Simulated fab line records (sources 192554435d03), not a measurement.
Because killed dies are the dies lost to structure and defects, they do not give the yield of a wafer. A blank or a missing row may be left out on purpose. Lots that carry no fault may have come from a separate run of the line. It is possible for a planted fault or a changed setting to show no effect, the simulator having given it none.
A lot that was struck, set against a sound lot ; flow n5_finfet ; 36 steps out of a route of 1938
Sound: the wafers L216.2, L216.3, L216.5. Struck: wafer L221.6 (L221.3, L221.5, from the same lot, were not struck and are left out); the cause is given at the end.
At each step with rows: each side's tool, then ch and its chambers, then its first start. Under that, the readings that differ: sound wafers ; struck wafers ; difference of the means ; sigmas: that difference in standard deviations of wafers without a fault.
alike: readings whose means differ by less than 2 such deviations, and words and numbers that are the same on both sides. not compared: withheld readings, readings that some wafer has no value for, bounds like >300 that may hide the same value, and numbers for which the record gives no deviation and whose values overlap.
A row with sigmas, a row that says differs or no value, or rows on one side alone: a step with any of these is where the two part. When numbers do not overlap yet have no deviation, they are printed without sigmas and do not part them. A reading that every wafer of one side lacks parts them only if that side has two wafers or more.

first, 11 steps without rows for these wafers: N5_BEOL_M2_SPUTTER_92 (material Cu, target thk 4.5 nm, time 8.29 s); N5_BEOL_M2_ANNEAL_93 (time 240 s); N5_BEOL_M2_SPUTTER_94 (material Cu, target thk 4.5 nm, time 8.29 s); N5_BEOL_M2_ANNEAL_95 (time 240 s); N5_BEOL_M2_SPUTTER_96 (material Cu, target thk 4.5 nm, time 8.29 s); N5_BEOL_M2_ECD_50 (material Cu, target thk 300 nm); N5_BEOL_M2_ANNEAL_51 (time 90 s); N5_BEOL_M2_CMP_52 (polishes, stops on SiOC, t overpolish 6.8 s, target thk 40 nm); N5_BEOL_M2_PRE_CLEAN_60 (time 15 s); N5_BEOL_M2_CO_CAP_55 (material Co, precursor CCTBA/H2, target thk 2 nm, time 102.1 s); N5_BEOL_M2_PRE_CLEAN_56 (time 15 s).
N5_BEOL_M2_DEP_57: deposits SiCN from 3MS/NH3, target thk 8 nm, time 14 s.
  sound on pecvd-04 ch 0,1,2, day 8 12:25; struck on pecvd-04 ch 0, day 9 17:18
reading;sound;struck;difference;sigmas
model.SiCN_of_BEOL_M2_DEP_57.thk_nm (nm);7.8 8 8.2;2.8;-5.2;
  alike: showerhead_plenum_p_Torr, throttle_valve_pct
  not compared: rf_fwd_power_W
then, 22 steps without rows for these wafers: N5_BEOL_M3_ILD_DEP_00 (deposits SiOC from DEMS/O2, target thk 79 nm, time 15.3 s); N5_BEOL_M3_PECVD_72 (deposits SiO2 from TEOS/O2, target thk 16 nm, time 18 s); N5_BEOL_M3_HM_DEP_02 (deposits TiN, target thk 20 nm); N5_BEOL_M3_COAT_61 (time 60 s, resist thk 60 nm); N5_BEOL_M3_COAT_62 (time 60 s, resist thk 12 nm); N5_BEOL_M3_COAT_73 (time 60 s, resist thk 5 nm); N5_BEOL_M3_COAT_05 (resist thk 30 nm); N5_BEOL_M3_EBR_07; N5_BEOL_M3_SOFTBAKE_06 (time 60 s); N5_BEOL_M3_EXPOSE_08 (exposes mask M3); N5_BEOL_M3_PEB_09 (peb time 60 s); N5_BEOL_M3_DEVELOP_10 (develop time 30 s); N5_BEOL_M3_DESCUM_16 (chemistry O2, time 7 s); N5_BEOL_M3_ETCH_74 (etches underlayer in N2/H2, target depth 6.5 nm, time 5.2 s); N5_BEOL_M3_ETCH_63 (etches SiARC in CF4, target depth 15.6 nm, time 26 s); N5_BEOL_M3_ETCH_64 (etches SOC in N2/H2, target depth 75 nm, overetch 15 nm, time 112.5 s); N5_BEOL_M3_STRIP_65 (strips in N2/H2); N5_BEOL_M3_STRIP_75 (strips in N2/H2); N5_BEOL_M3_STRIP_66 (strips in CF4); N5_BEOL_M3_HM_OPEN_17 (chemistry Cl2/BCl3, target TiN, target depth 20 nm, overetch 6 nm); N5_BEOL_M3_STRIP_19 (strips in O2); N5_BEOL_M3_COAT_67 (time 60 s, resist thk 60 nm).
N5_BEOL_M3_CMP_52: polishes, stops on SiOC, t overpolish 6.8 s, target thk 40 nm.
  sound on cmp-04 ch 0,1,2, day 9 01:07; struck on cmp-01 ch 2, day 10 10:16
reading;sound;struck;difference;sigmas
motor_current_A (A);6.4 7.5 6.8;5.3;-1.6;-2
time_to_endpoint_s (s);62.4 62.5 65.9;58.1;-5.5;-3
model.Cu_of_BEOL_M3_ECD_50.thk_nm (nm);40.8 39 41.4;37.4;-3.0;
  alike: barrier_field_endpoint_s, clearing_platen_down_force_psi, clearing_platen_rpm, overpolish_run_s, slurry_flow_ml_min
N5_BEOL_M4_RC_MEAS_101:
  sound on prober-01 ch 0, day 9 13:55; struck on prober-02 ch 0, day 10 21:26
reading;sound;struck;difference;sigmas
IOFF_P (nA/um);0.242 0.233 0.253;0.190;-0.053;-2
VT_P (mV);-247.5 -247.1 -245.2;-252.7;-6.1;-2
  alike: DIBL_N, DIBL_P, IOFF_N, ION_N, ION_P, SS_N, SS_P, VT_N

WHERE THEY PART
Earliest at N5_BEOL_M3_CMP_52; latest, in this record, at N5_BEOL_M4_RC_MEAS_101.

WHY: whatever the simulator had introduced
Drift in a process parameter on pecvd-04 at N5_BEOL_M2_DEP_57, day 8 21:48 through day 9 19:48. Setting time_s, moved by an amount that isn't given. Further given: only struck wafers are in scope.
